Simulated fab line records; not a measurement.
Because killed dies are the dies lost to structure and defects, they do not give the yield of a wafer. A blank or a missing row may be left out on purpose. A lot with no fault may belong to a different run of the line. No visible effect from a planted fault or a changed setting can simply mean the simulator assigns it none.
Matching of chambers | flow n5Finfet | 4 sister chambers for N5_MOL_CONTACT_COAG_DESCUM_45 on rieDiel-04
The step chemistry O2, time 7 s. 4 wafers are shown with their chamber, then 7 later ones without.

WAFERS PAIRED WITH THEIR CHAMBERS
wafer  | chamber | drypumpMotorCurrentA (A)
L080.5 | 3       | 6.2
L082.3 | 2       | 5.7
L086.1 | 1       | 5.9
L086.3 | 0       | 6.7

WAFERS WITH NO CHAMBER GIVEN
wafer  | drypumpMotorCurrentA (A)
L086.4 | 5.8
L087.1 | 5.9
L087.3 | 6.7
L087.6 | 6.2
L096.1 | 6.7
L096.3 | 6.2
L096.4 | 6.7

THE CHAMBER EACH PASSED THROUGH
wafer  | from the rows above     | in truth
L086.4 | can't be placed: 2 or 1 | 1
L087.1 | 1                       | 1
L087.3 | 0                       | 0
L087.6 | 3                       | 3
L096.1 | 0                       | 0
L096.3 | 3                       | 3
L096.4 | 0                       | 0
6 of 7 placed correctly. From these rows, 1 cannot be placed; in 1 the true chamber is one of the candidates. Number placed wrongly: 0.
How it was worked out, from the rows above alone: a wafer's distance from a chamber is the root of the sum, over the readings, of the square of ((its reading less the chamber's mean) divided by the reading's scatter). If the next closest chamber is less than 2 further off than the closest, the wafer can't be placed; otherwise it belongs to the closest. Each chamber's mean is taken over the wafers shown for it. The scatter (one wafer shown for each chamber): square how far every hidden wafer sits from the nearest shown wafer, average those squares and take the square root.
